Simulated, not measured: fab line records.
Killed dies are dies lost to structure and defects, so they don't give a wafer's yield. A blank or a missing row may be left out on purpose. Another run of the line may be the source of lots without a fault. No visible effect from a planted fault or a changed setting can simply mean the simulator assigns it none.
Matching of chambers    flow n5Finfet    N5_HKMG_FIN_NWFM_ALD_20 on aldMetal-02 has 4 sister chambers
The step deposits TiAlC, target thk 2 nm, pulse time 3 s, purge time 2 s. 14 wafers are shown with their chamber, then 7 later ones without.

== WAFERS PAIRED WITH THEIR CHAMBERS ==
wafer   chamber  heaterPowerOuterW (W)  heaterPowerW (W)  precursorPulseHeightRel
L074.2  0        281                    516               0.995
L074.3  3        369                    599               0.982
L074.5  2        274                    490               0.969
L077.2  2        269                    496               0.975
L077.5  1        379                    624               0.962
L077.6  2        276                    486               1.022
L083.2  2        267                    475               0.960
L083.5  2        275                    482               0.989
L083.6  1        386                    612               0.998
L086.1  2        272                    507               0.977
L086.5  1        381                    624               0.962
L086.6  0        284                    517               0.988
L089.1  1        371                    635               1.030
L089.2  3        358                    613               0.978

SIGNATURES (means of the wafers above)
reading                  chamber 0  chamber 1  chamber 2  chamber 3  scatter within a chamber
heaterPowerOuterW        282.50     379.25     272.17     363.50     4.95
heaterPowerW             516.50     623.75     489.33     606.00     9.95
precursorPulseHeightRel  0.99150    0.98800    0.98200    0.98000    0.0237
Rule: distance of a wafer from a chamber = root of the sum over the readings of ((wafer's reading minus chamber's mean) / reading's scatter) squared. If the next closest chamber is less than 2 further off than the closest, the wafer can't be placed; otherwise it belongs to the closest. The scatter: take each reading less its chamber's mean, square it, sum over the shown wafers, divide by the number of wafers less the number of chambers, and take the root.

== WAFERS MISSING THEIR CHAMBER ==
wafer   heaterPowerOuterW (W)  heaterPowerW (W)  precursorPulseHeightRel
L089.5  280                    504               0.982
L093.1  269                    498               1.003
L093.4  379                    610               0.981
L093.5  272                    477               0.957
L096.2  357                    600               1.025
L096.3  392                    609               1.013
L096.6  363                    610               0.985

== EACH ONE'S CHAMBER ==
wafer   from the rows above      in truth
L089.5  can't be placed: 0 or 2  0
L093.1  can't be placed: 2 or 0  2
L093.4  can't be placed: 1 or 3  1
L093.5  2                        2
L096.2  3                        3
L096.3  1                        1
L096.6  3                        3
Correct placement for 4 of the 7. Not placeable from these rows: 3 (in 3, the candidates include the true chamber). Placed wrongly: 0.
